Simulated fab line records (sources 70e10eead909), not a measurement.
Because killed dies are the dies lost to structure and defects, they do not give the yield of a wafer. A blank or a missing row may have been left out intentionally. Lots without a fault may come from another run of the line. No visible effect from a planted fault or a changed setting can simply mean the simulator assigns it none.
fab line records -- flow nand_harc -- part 1 of 2: steps 1 to 24 of 39
record lots=5, wafers=15, last_day=33
route steps=1302 shown A_CHANNEL_HOLE_D1@486 A_CHANNEL_FILL_D1@490 A_DECK1_JOINT@518
lots untouched by any fault: they come from a run of this same line in which no faults occurred
start_h: hours from the record's opening day to when the first of the lot's shown wafers began -- wait_h: how many hours have passed since the lot's step before this one -- " same as the row above -- L1.1+2: one row covering several wafers at once -- - no value present, or no start provided -- * or withheld: withheld -- < > ~ a bound
route shown NAME@n: NAME is a module with steps in the file, n the number in the route of the first one -- usual: mean and standard deviation over wafers with no fault -- same: alike in all rows -- chamber/n: place in a boat -- sites: each site's reading -- _std_site: how widely they spread, as a standard deviation -- _edge_site: mean of outer sites minus mean of inner sites -- radius_mm: how far each site lies from the wafer's centre -- mask NAME#n: copy n -- behind: the last tool/chamber to shape the wafer -- hold: what put the lot on hold/how long, in hours/how the hold closed -- device: the transistor (n, p or np) that didn't switch -- end of line: the route-end tests of the same wafers -- for a step that has no rows: nothing shown but its recipe -- killed: dies lost to structure and defects at the first sort, not the wafer's yield -- map: a wafer's dies, x killed, . not, _ none there
set.NAME: the setting as run; set.NAME@STEP: as run at that earlier step -- model.NAME: the simulator's own value behind a step, which no gauge read
a table for each step, a row for each wafer; lots at some steps of the route
services: a tool's chamber out of use, with start hour (start_h, from the record's first day; less than 0 if before it), hours out, and reason
## steps
# step NHARC_A_CHANNEL_HOLE_D1_SRD_29
lot.wafer,tool,chamber,start_h,wait_h
L075.1+3+6,wet_bench-02,"5,7,2",-,-
L078.6+4+3,wet_bench-09,"2,4,5",-,-
L083.1+5+3,wet_bench-02,"3,6,7",-,-
L085.3+2+1,wet_bench-06,"4,6,0",-,-
L097.5+2+1,wet_bench-06,"1,3,4",-,-
# step NHARC_A_CHANNEL_HOLE_D1_CD_MEAS_30
# usual cd_nm=90.1/1.1
lot.wafer,tool,chamber,start_h,wait_h,cd_nm
L075.1,cd_sem-03,-,187.93,-,90.4
L075.3,cd_sem-03,-,187.93,-,91.1
L075.6,cd_sem-03,-,187.93,-,89.5
L078.3,cd_sem-02,-,224.07,-,89.7
L078.4,cd_sem-02,-,224.07,-,88.7
L078.6,cd_sem-02,-,224.07,-,88.9
L083.1,cd_sem-01,-,271.53,-,88.6
L083.3,cd_sem-01,-,271.53,-,88.9
L083.5,cd_sem-01,-,271.53,-,90.0
L085.1,cd_sem-03,-,289.69,-,90.5
L085.2,cd_sem-03,-,289.69,-,89.1
L085.3,cd_sem-03,-,289.69,-,89.8
L097.1,cd_sem-02,-,422.98,-,90.1
L097.2,cd_sem-02,-,422.98,-,89.5
L097.5,cd_sem-02,-,422.98,-,89.2
# step NHARC_A_CHANNEL_HOLE_D1_XSEM_31
# recipe landing_energy_ev=35000
# usual bot_cd_nm=74.5/1.3, bow_nm=8.7/0.32, tilt_deg=0.07/0.036
# same landing_energy_ev=35000
lot.wafer,tool,chamber,start_h,wait_h,bot_cd_nm,bow_nm,tilt_deg
L075.1,xsem-02,0,188.03,0.1,73.5,9.1,0.10
L075.3,xsem-02,0,188.03,0.1,74.5,9.2,0.10
L075.6,xsem-02,0,188.03,0.1,73.2,9.1,0.10
L078.3,xsem-02,0,224.16,0.1,72.6,8.8,0.07
L078.4,xsem-02,0,224.16,0.1,72.4,8.8,0.07
L078.6,xsem-02,0,224.16,0.1,73.3,8.8,0.07
L083.1,xsem-02,0,271.62,0.1,73.0,8.4,0.04
L083.3,xsem-02,0,271.62,0.1,73.0,8.5,0.04
L083.5,xsem-02,0,271.62,0.1,74.1,8.6,0.04
L085.1,xsem-01,0,289.78,0.1,75.0,8.5,0.09
L085.2,xsem-01,0,289.78,0.1,72.4,8.6,0.09
L085.3,xsem-01,0,289.78,0.1,74.3,8.6,0.09
L097.1,xsem-02,0,423.07,0.1,74.2,8.2,0.15
L097.2,xsem-02,0,423.07,0.1,74.1,8.1,0.15
L097.5,xsem-02,0,423.07,0.1,74.0,8.2,0.15
# step NHARC_A_CHANNEL_HOLE_D1_INSPECT_40
# usual raw_defect_count=79/24
lot.wafer,tool,chamber,start_h,wait_h,raw_defect_count
L075.1,defect_inspect-02,-,188.12,-,47
L075.3,defect_inspect-02,-,188.12,-,59
L075.6,defect_inspect-02,-,188.12,-,69
L078.3,defect_inspect-02,-,224.25,-,79
L078.4,defect_inspect-02,-,224.25,-,86
L078.6,defect_inspect-02,-,224.25,-,90
L083.1,defect_inspect-02,-,271.72,-,99
L083.3,defect_inspect-02,-,271.72,-,113
L083.5,defect_inspect-02,-,271.72,-,119
L085.1,defect_inspect-02,-,289.87,-,67
L085.2,defect_inspect-02,-,289.87,-,96
L085.3,defect_inspect-02,-,289.87,-,56
L097.1,defect_inspect-01,-,423.17,-,69
L097.2,defect_inspect-01,-,423.17,-,59
L097.5,defect_inspect-01,-,423.17,-,82
# step NHARC_A_CHANNEL_FILL_D1_PRECLEAN_00
# recipe time_s=*, temp_c=50, bath_age_min=0, chemistry=SC1
lot.wafer,tool,chamber,start_h,wait_h
L075.6+1+3,wet_bench-01,"4,5,6",188.18,0.0
L078.6+4+3,wet_bench-05,"5,6,7",224.30,0.0
L083.3+1+5,wet_bench-03,"7,1,3",271.77,0.0
L085.1+3+2,wet_bench-05,"6,1,2",289.93,0.1
L097.2+1+5,wet_bench-05,"5,7,0",423.22,0.0
# step NHARC_A_CHANNEL_FILL_D1_SRD_01
lot.wafer,tool,chamber,start_h,wait_h
L075.6+1+3,wet_bench-01,"4,5,6",-,-
L078.6+4+3,wet_bench-05,"5,6,7",-,-
L083.3+1+5,wet_bench-03,"7,1,3",-,-
L085.1+3+2,wet_bench-05,"6,1,2",-,-
L097.2+1+5,wet_bench-05,"5,7,0",-,-
# step NHARC_A_CHANNEL_FILL_D1_ALD_02
# recipe target_thk_a=60, pulse_time_s=10, ald_cycles=60, temp_c=300, material=SiO2
# usual heater_power_outer_w=277/30, heater_power_w=480/42, precursor_pulse_height_rel=1.003/0.022
lot.wafer,tool,chamber,start_h,wait_h,heater_power_outer_w,heater_power_w,precursor_pulse_height_rel,since_wet_clean_h
L075.1,ald_hk-01,2,190.70,-,264,449,1.012,57
L075.3,ald_hk-01,0,190.70,-,315,530,1.010,57
L075.6,ald_hk-01,1,190.70,-,241,458,1.016,-
L078.4,ald_hk-02,3,224.44,-,279,484,1.009,44
L078.3,ald_hk-02,2,224.44,-,281,467,1.006,44
L078.6,ald_hk-02,3,224.44,-,280,480,1.007,-
L083.3,ald_hk-03,2,271.91,-,275,475,1.001,45
L083.1,ald_hk-03,0,271.91,-,261,440,0.988,46
L083.5,ald_hk-03,2,271.91,-,266,460,1.004,-
L085.2,ald_hk-01,1,290.07,-,248,450,0.982,157
L085.3,ald_hk-01,3,290.07,-,314,531,0.985,157
L085.1,ald_hk-01,0,290.07,-,318,538,1.006,157
L097.1,ald_hk-01,3,423.44,-,308,526,0.999,112
L097.2,ald_hk-01,0,423.44,-,302,517,0.985,112
L097.5,ald_hk-01,2,423.44,-,262,459,1.007,-
# step NHARC_A_CHANNEL_FILL_D1_ALD_03
# recipe target_thk_a=60, pulse_time_s=60, ald_cycles=58, temp_c=630, pressure_torr=2, material=SiNx
# usual precursor_pulse_height_rel=0.997/0.019
lot.wafer,tool,chamber,start_h,wait_h,precursor_pulse_height_rel
L075.1,ald_sin_batch-01,0,-,-,0.996
L075.3,ald_sin_batch-01,0,-,-,1.007
L075.6,ald_sin_batch-01,0,-,-,1.005
L078.3,ald_sin_batch-02,0,-,-,1.006
L078.4,ald_sin_batch-02,0,-,-,0.941
L078.6,ald_sin_batch-02,0,-,-,1.013
L083.1,ald_sin_batch-03,0,-,-,0.986
L083.3,ald_sin_batch-03,0,-,-,1.018
L083.5,ald_sin_batch-03,0,-,-,0.968
L085.1,ald_sin_batch-01,0,-,-,0.963
L085.2,ald_sin_batch-01,0,-,-,1.004
L085.3,ald_sin_batch-01,0,-,-,1.018
L097.1,ald_sin_batch-01,0,-,-,0.956
L097.2,ald_sin_batch-01,0,-,-,1.025
L097.5,ald_sin_batch-01,0,-,-,1.006
# step NHARC_A_CHANNEL_FILL_D1_ALD_14
# recipe target_thk_a=25, pulse_time_s=10, ald_cycles=25, temp_c=300, material=SiO2
# usual heater_power_outer_w=276/32, heater_power_w=478/47, precursor_pulse_height_rel=1.002/0.019
lot.wafer,tool,chamber,start_h,wait_h,heater_power_outer_w,heater_power_w,precursor_pulse_height_rel,since_wet_clean_h
L075.1,ald_hk-03,2,197.66,0.1,267,458,1.021,149
L075.3,ald_hk-03,3,197.66,0.1,233,407,0.995,149
L075.6,ald_hk-03,0,197.66,0.1,270,446,1.022,-
L078.4,ald_hk-03,2,231.51,0.1,269,471,0.969,5
L078.3,ald_hk-03,0,231.51,0.1,267,447,1.003,5
L078.6,ald_hk-03,2,231.51,0.1,268,468,1.041,-
L083.1,ald_hk-02,2,276.44,0.1,277,476,0.998,96
L083.3,ald_hk-02,3,276.44,0.1,273,472,1.002,96
L083.5,ald_hk-02,1,276.44,0.1,251,469,1.028,-
L085.1,ald_hk-03,2,297.08,0.0,271,475,1.001,70
L085.2,ald_hk-03,0,297.08,0.0,268,436,0.982,71
L085.3,ald_hk-03,1,297.08,0.0,338,536,1.029,71
L097.1,ald_hk-01,2,430.36,0.0,264,475,0.991,119
L097.2,ald_hk-01,3,430.36,0.0,313,536,1.022,119
L097.5,ald_hk-01,2,430.36,0.0,266,465,1.008,-
# step NHARC_A_CHANNEL_FILL_D1_ALD_15
# recipe target_thk_a=20, pulse_time_s=60, ald_cycles=19, temp_c=630, pressure_torr=2, material=SiNx
# usual precursor_pulse_height_rel=1.001/0.018
lot.wafer,tool,chamber,start_h,wait_h,precursor_pulse_height_rel
L075.1,ald_sin_batch-01,0,-,-,1.008
L075.3,ald_sin_batch-01,0,-,-,0.974
L075.6,ald_sin_batch-01,0,-,-,0.991
L078.3,ald_sin_batch-03,0,-,-,1.029
L078.4,ald_sin_batch-03,0,-,-,1.000
L078.6,ald_sin_batch-03,0,-,-,0.986
L083.1,ald_sin_batch-01,0,-,-,1.025
L083.3,ald_sin_batch-01,0,-,-,1.016
L083.5,ald_sin_batch-01,0,-,-,1.026
L085.1,ald_sin_batch-02,0,-,-,0.998
L085.2,ald_sin_batch-02,0,-,-,0.999
L085.3,ald_sin_batch-02,0,-,-,0.994
L097.1,ald_sin_batch-02,0,-,-,1.008
L097.2,ald_sin_batch-02,0,-,-,1.011
L097.5,ald_sin_batch-02,0,-,-,1.012
# step NHARC_A_CHANNEL_FILL_D1_ALD_16
# recipe target_thk_a=15, pulse_time_s=10, ald_cycles=15, temp_c=300, material=SiO2
# usual heater_power_outer_w=277/28, heater_power_w=485/39, precursor_pulse_height_rel=1.000/0.021
lot.wafer,tool,chamber,start_h,wait_h,heater_power_outer_w,heater_power_w,precursor_pulse_height_rel,since_wet_clean_h
L075.1,ald_hk-01,3,202.76,0.0,323,542,0.994,69
L075.3,ald_hk-01,1,202.76,0.0,245,453,0.995,69
L075.6,ald_hk-01,3,202.76,0.0,319,544,0.995,-
L078.3,ald_hk-02,0,236.67,0.1,279,485,1.002,56
L078.4,ald_hk-02,1,236.67,0.1,252,471,0.943,56
L078.6,ald_hk-02,3,236.67,0.1,276,477,1.024,-
L083.3,ald_hk-03,1,281.51,0.0,342,542,1.025,55
L083.1,ald_hk-03,0,281.51,0.0,270,447,1.012,55
L083.5,ald_hk-03,2,281.51,0.0,269,456,1.039,-
L085.3,ald_hk-02,1,302.65,0.4,254,469,1.023,122
L085.1,ald_hk-02,2,302.65,0.4,287,483,1.015,122
L085.2,ald_hk-02,3,302.65,0.4,281,484,1.007,122
L097.1,ald_hk-02,2,435.50,0.0,287,474,0.981,77
L097.2,ald_hk-02,0,435.50,0.0,284,517,0.978,77
L097.5,ald_hk-02,2,435.50,0.0,278,489,1.022,-
# step NHARC_A_CHANNEL_FILL_D1_ANNEAL_17
# recipe temp_c=850, time_s=1800
lot.wafer,tool,chamber,start_h,wait_h
L075.1+3+6,furnace-02,0,206.01,-
L078.3+4+6,furnace-02,0,243.04,-
L083.1+3+5,furnace-06,0,284.82,-
L085.1+2+3,furnace-04,0,305.80,3.0
L097.1+2+5,furnace-02,0,438.74,-
# step NHARC_A_CHANNEL_FILL_D1_CVD_18
# recipe target_thk_a=30, temp_c=550, material=poly-Si
lot.wafer,tool,chamber,start_h,wait_h
L075.1+3+6,lpcvd_poly-04,0,212.57,-
L078.3+4+6,lpcvd_poly-02,0,249.39,-
L083.1+3+5,lpcvd_poly-03,0,291.27,-
L085.1+2+3,lpcvd_poly-04,0,312.37,-
L097.1+2+5,lpcvd_poly-03,0,445.23,-
# step NHARC_A_CHANNEL_FILL_D1_ETCHBACK_19
# recipe target_depth_a=50, time_s=1.7, hbr_flow_sccm=150, cl2_flow_sccm=50, rf_w=400, icp_w=400, bias_w=100, chemistry=HBr/Cl2
# usual bias_w=100.0/0.33, drypump_motor_current_A=5.9/0.5, oes_product_au=1.002/0.011, throttle_valve_pct=26.406/0.0085
lot.wafer,tool,chamber,start_h,wait_h,bias_w,drypump_motor_current_A,oes_product_au,rf_hours_counter_h,throttle_valve_pct
L075.1,rie_si-04,0,214.63,0.4,100.0,5.2,0.997,0.2,26.395
L075.3,rie_si-04,2,214.63,0.4,99.7,5.8,1.012,0.2,26.420
L075.6,rie_si-04,0,214.63,0.4,100.0,5.2,0.996,-,26.403
L078.4,rie_si-04,0,251.47,0.4,100.0,5.2,1.013,0.5,26.402
L078.3,rie_si-04,1,251.47,0.4,99.7,5.8,1.007,0.4,26.409
L078.6,rie_si-04,2,251.47,0.4,100.1,5.8,1.009,-,26.406
L083.1,rie_si-04,2,293.32,0.4,100.3,5.8,1.006,0.6,26.406
L083.3,rie_si-04,0,293.32,0.4,100.5,5.2,0.993,0.8,26.391
L083.5,rie_si-04,3,293.32,0.4,100.1,6.1,0.987,-,26.398
L085.2,rie_si-04,1,314.46,0.4,100.2,5.8,1.002,0.6,26.417
L085.1,rie_si-04,2,314.46,0.4,100.5,5.8,1.003,0.7,26.415
L085.3,rie_si-04,3,314.46,0.4,100.0,6.1,1.002,0.8,26.411
L097.2,rie_si-02,1,447.35,0.4,99.9,5.0,0.999,1.1,26.403
L097.1,rie_si-02,2,447.35,0.4,100.0,5.9,1.010,1.2,26.405
L097.5,rie_si-02,0,447.35,0.4,99.4,6.3,0.999,-,26.409
# step NHARC_A_CHANNEL_FILL_D1_ETCHBACK_20
# recipe target_depth_a=270, time_s=13.5, c4f8_flow_sccm=withheld, o2_flow_sccm=8, ar_flow_sccm=withheld, rf_w=600, bias_w=1500, chemistry=C4F8/O2/Ar
# usual bias_w=1500/4.7, oes_product_au=0.97/0.038, rf_vpp_V=977/4.9
lot.wafer,tool,chamber,start_h,wait_h,bias_w,oes_product_au,rf_hours_counter_h,rf_vpp_V
L075.3,rie_diel-10,0,214.76,-,1496,0.93,6,973
L075.1,rie_diel-10,1,214.76,-,1498,0.94,6,988
L075.6,rie_diel-10,2,214.76,-,1500,0.93,-,977
L078.4,rie_diel-10,2,251.58,-,1504,1.00,0,975
L078.3,rie_diel-10,0,251.58,-,1501,1.00,0,973
L078.6,rie_diel-10,2,251.58,-,1502,1.01,-,976
L083.3,rie_diel-03,2,293.49,-,1500,1.02,0,967
L083.1,rie_diel-03,3,293.49,-,1506,1.01,0,979
L083.5,rie_diel-03,1,293.49,-,1496,1.00,-,977
L085.2,rie_diel-03,1,314.57,-,1505,1.00,0,976
L085.3,rie_diel-03,2,314.57,-,1510,1.00,1,970
L085.1,rie_diel-03,0,314.57,-,1503,1.00,0,976
L097.1,rie_diel-03,2,447.45,-,1504,0.92,7,970
L097.2,rie_diel-03,0,447.45,-,1502,0.93,8,975
L097.5,rie_diel-03,2,447.45,-,1507,0.93,-,970
# step NHARC_A_CHANNEL_FILL_D1_STRIP_28
# recipe time_s=20, o2_flow_sccm=500, ar_flow_sccm=0, bias_w=0, chemistry=O2
# usual drypump_motor_current_A=5.53/0.29, o2_flow_sccm=500.0/1.5, oes_product_au=1.004/0.0083, rf_vpp_V=57.8/0.91, showerhead_plenum_p_Torr=3.50/0.14, throttle_valve_pct=17.037/0.0095
# same bias_w=0
lot.wafer,tool,chamber,start_h,wait_h,drypump_motor_current_A,o2_flow_sccm,oes_product_au,rf_hours_counter_h,rf_vpp_V,showerhead_plenum_p_Torr,throttle_valve_pct
L075.1,rie_diel-10,1,214.83,0.1,5.60,500.4,1.001,6,57.5,3.78,17.044
L075.3,rie_diel-10,2,214.83,0.1,5.53,501.5,0.992,6,57.8,3.47,17.049
L075.6,rie_diel-10,2,214.83,0.1,5.53,501.3,0.996,-,58.0,3.47,17.053
L078.3,rie_diel-10,1,251.67,0.1,5.60,498.0,1.018,0,58.6,3.78,17.057
L078.4,rie_diel-10,3,251.67,0.1,5.67,501.1,0.991,0,59.1,3.53,17.040
L078.6,rie_diel-10,0,251.67,0.1,5.08,499.2,1.010,-,56.5,3.39,17.042
L083.1,rie_diel-03,0,293.56,0.1,6.02,498.8,1.007,0,58.0,3.46,17.045
L083.3,rie_diel-03,1,293.56,0.1,5.49,498.7,0.996,0,58.5,3.48,17.050
L083.5,rie_diel-03,3,293.56,0.1,5.76,499.4,1.016,-,56.5,3.56,17.028
L085.2,rie_diel-03,2,314.66,0.1,5.12,499.8,1.004,1,57.3,3.32,17.041
L085.1,rie_diel-03,3,314.66,0.1,5.76,499.6,1.010,1,58.4,3.56,17.041
L085.3,rie_diel-03,0,314.66,0.1,6.00,498.5,1.004,0,57.5,3.46,17.034
L097.1,rie_diel-03,3,447.54,0.1,5.78,498.7,1.010,8,57.6,3.55,17.041
L097.2,rie_diel-03,1,447.54,0.1,5.49,501.2,1.006,7,58.5,3.48,17.043
L097.5,rie_diel-03,0,447.54,0.1,6.01,501.8,0.995,-,58.1,3.45,17.037
# step NHARC_A_CHANNEL_FILL_D1_PRECLEAN_21
# recipe time_s=30, chemistry=dHF
lot.wafer,tool,chamber,start_h,wait_h
L075.1+6+3,wet_bench-05,"6,7,2",214.93,-
L078.6+4+3,wet_bench-03,"6,7,0",251.77,-
L083.3+5+1,wet_bench-05,"5,6,7",293.67,-
L085.2+3+1,wet_bench-01,"6,7,0",314.76,-
L097.1+5+2,wet_bench-01,"5,6,7",447.65,-
# step NHARC_A_CHANNEL_FILL_D1_SRD_23
lot.wafer,tool,chamber,start_h,wait_h
L075.1+6+3,wet_bench-05,"6,7,2",214.96,0.0
L078.6+4+3,wet_bench-03,"6,7,0",251.79,0.0
L083.3+5+1,wet_bench-05,"5,6,7",293.69,0.0
L085.2+3+1,wet_bench-01,"6,7,0",314.78,0.0
L097.1+5+2,wet_bench-01,"5,6,7",447.67,0.0
# step NHARC_A_CHANNEL_FILL_D1_CVD_05
# recipe target_thk_a=50, temp_c=550, material=poly-Si
lot.wafer,tool,chamber,start_h,wait_h
L075.1+3+6,lpcvd_poly-04,0,217.41,2.4
L078.3+4+6,lpcvd_poly-02,0,254.06,2.3
L083.1+3+5,lpcvd_poly-03,0,296.00,2.3
L085.1+2+3,lpcvd_poly-02,0,317.06,2.3
L097.1+2+5,lpcvd_poly-03,0,450.00,2.3
# step NHARC_A_CHANNEL_FILL_D1_ANNEAL_22
# recipe temp_c=620, time_s=7200
lot.wafer,tool,chamber,start_h,wait_h
L075.1+3+6,furnace-06,0,222.64,3.4
L078.3+4+6,furnace-02,0,259.24,3.3
L083.1+3+5,furnace-04,0,301.34,3.5
L085.1+2+3,furnace-04,0,323.10,4.2
L097.1+2+5,furnace-02,0,455.19,3.4
# step NHARC_A_CHANNEL_FILL_D1_THK_MEAS_06
# recipe thk_meas_gauge=ellipsometry
# usual thk_nm=4.9/0.91
lot.wafer,tool,chamber,start_h,wait_h,thk_nm
L075.1,film_metro-01,-,226.70,0.4,5.0
L075.3,film_metro-01,-,226.70,0.4,5.2
L075.6,film_metro-01,-,226.70,0.4,4.6
L078.3,film_metro-01,-,263.29,0.4,4.4
L078.4,film_metro-01,-,263.29,0.4,6.2
L078.6,film_metro-01,-,263.29,0.4,5.3
L083.1,film_metro-02,-,305.33,0.4,4.8
L083.3,film_metro-02,-,305.33,0.4,5.8
L083.5,film_metro-02,-,305.33,0.4,4.6
L085.1,film_metro-01,-,327.12,0.4,5.0
L085.2,film_metro-01,-,327.12,0.4,4.0
L085.3,film_metro-01,-,327.12,0.4,4.5
L097.1,film_metro-02,-,459.15,0.4,6.5
L097.2,film_metro-02,-,459.15,0.4,4.9
L097.5,film_metro-02,-,459.15,0.4,5.7
# step NHARC_A_CHANNEL_FILL_D1_ALD_25
# recipe target_thk_a=600, pulse_time_s=10, ald_cycles=600, temp_c=300, material=SiOx
# usual heater_power_outer_w=276/29, heater_power_w=479/41, precursor_pulse_height_rel=1.000/0.02
lot.wafer,tool,chamber,start_h,wait_h,heater_power_outer_w,heater_power_w,precursor_pulse_height_rel,since_wet_clean_h
L075.1,ald_hk-02,3,227.37,0.7,269,487,0.985,48
L075.3,ald_hk-02,0,227.37,0.7,264,493,0.974,48
L075.6,ald_hk-02,3,229.86,3.2,277,483,0.985,-
L078.3,ald_hk-03,0,263.96,0.7,268,443,0.964,39
L078.4,ald_hk-03,1,263.96,0.7,342,551,0.968,39
L078.6,ald_hk-03,3,265.81,2.5,228,414,1.008,-
L083.1,ald_hk-03,1,307.70,2.4,330,552,0.988,82
L083.3,ald_hk-03,2,307.70,2.4,273,470,0.965,83
L083.5,ald_hk-03,1,310.15,4.8,343,560,0.954,-
L085.2,ald_hk-02,2,327.35,0.2,277,474,0.956,148
L085.1,ald_hk-02,3,327.35,0.2,281,484,1.016,148
L085.3,ald_hk-02,1,329.19,2.1,253,469,0.975,150
L097.1,ald_hk-01,0,460.95,1.8,291,514,0.995,151
L097.2,ald_hk-01,1,460.95,1.8,235,443,0.949,151
L097.5,ald_hk-01,0,463.43,4.3,296,515,1.035,-
# step NHARC_A_CHANNEL_FILL_D1_ETCHBACK_08
# recipe target_depth_a=2200, time_s=110, c4f8_flow_sccm=20, ar_flow_sccm=withheld, rf_w=600, bias_w=300, chemistry=C4F8
# usual oes_product_au=0.96/0.035, rf_vpp_V=439.9/2.4
lot.wafer,tool,chamber,start_h,wait_h,oes_product_au,rf_hours_counter_h,rf_vpp_V
L075.3,rie_diel-03,2,-,-,0.93,5.3,437.3
L075.1,rie_diel-03,0,-,-,0.92,6.2,440.8
L075.6,rie_diel-03,1,-,-,0.93,-,439.9
L078.4,rie_diel-05,3,-,-,0.95,2.1,438.0
L078.3,rie_diel-05,0,-,-,0.94,2.5,440.1
L078.6,rie_diel-05,2,-,-,0.94,-,436.4
L083.3,rie_diel-10,0,-,-,1.00,3.0,439.2
L083.1,rie_diel-10,3,-,-,1.00,2.7,440.1
L083.5,rie_diel-10,1,-,-,1.00,-,445.3
L085.2,rie_diel-10,1,-,-,1.00,3.6,444.4
L085.3,rie_diel-10,2,-,-,0.99,2.8,439.4
L085.1,rie_diel-10,0,-,-,0.99,4.5,438.1
L097.2,rie_diel-05,3,-,-,0.92,4.4,439.6
L097.1,rie_diel-05,0,-,-,0.92,4.4,440.7
L097.5,rie_diel-05,0,-,-,0.93,-,438.1
# step NHARC_A_CHANNEL_FILL_D1_STRIP_29
# recipe time_s=20, o2_flow_sccm=500, ar_flow_sccm=0, bias_w=0, chemistry=O2
# usual drypump_motor_current_A=5.59/0.27, o2_flow_sccm=500.2/1.5, oes_product_au=1.008/0.0084, rf_vpp_V=57.6/0.86, showerhead_plenum_p_Torr=3.48/0.13, throttle_valve_pct=17.037/0.0086
# same bias_w=0
lot.wafer,tool,chamber,start_h,wait_h,drypump_motor_current_A,o2_flow_sccm,oes_product_au,rf_hours_counter_h,rf_vpp_V,showerhead_plenum_p_Torr,throttle_valve_pct
L075.3,rie_diel-03,2,-,-,5.12,502.8,1.016,5.3,57.0,3.32,17.034
L075.1,rie_diel-03,3,-,-,5.79,498.5,1.007,6.7,58.1,3.56,17.054
L075.6,rie_diel-03,2,-,-,5.14,501.1,1.010,-,57.1,3.32,17.038
L078.3,rie_diel-05,0,-,-,5.49,502.6,1.006,2.5,57.4,3.46,17.032
L078.4,rie_diel-05,1,-,-,6.01,499.4,0.995,1.9,57.4,3.44,17.029
L078.6,rie_diel-05,3,-,-,5.45,498.3,1.017,-,57.3,3.44,17.038
L083.3,rie_diel-10,1,-,-,5.62,502.1,1.014,2.1,58.4,3.78,17.038
L083.1,rie_diel-10,2,-,-,5.52,501.1,1.003,2.6,57.6,3.47,17.033
L083.5,rie_diel-10,2,-,-,5.51,501.4,0.997,-,58.6,3.47,17.023
L085.2,rie_diel-10,1,-,-,5.61,498.4,1.021,3.6,59.5,3.78,17.049
L085.3,rie_diel-10,2,-,-,5.49,499.6,1.008,2.9,55.8,3.47,17.050
L085.1,rie_diel-10,3,-,-,5.68,500.4,1.011,4.0,57.5,3.53,17.058
L097.1,rie_diel-05,1,466.10,0.1,5.99,500.5,1.018,4.5,57.0,3.43,17.024
L097.2,rie_diel-05,0,466.10,0.1,5.52,500.0,0.999,4.5,56.5,3.46,17.028
L097.5,rie_diel-05,0,466.10,0.1,5.53,499.1,1.006,-,55.4,3.46,17.034
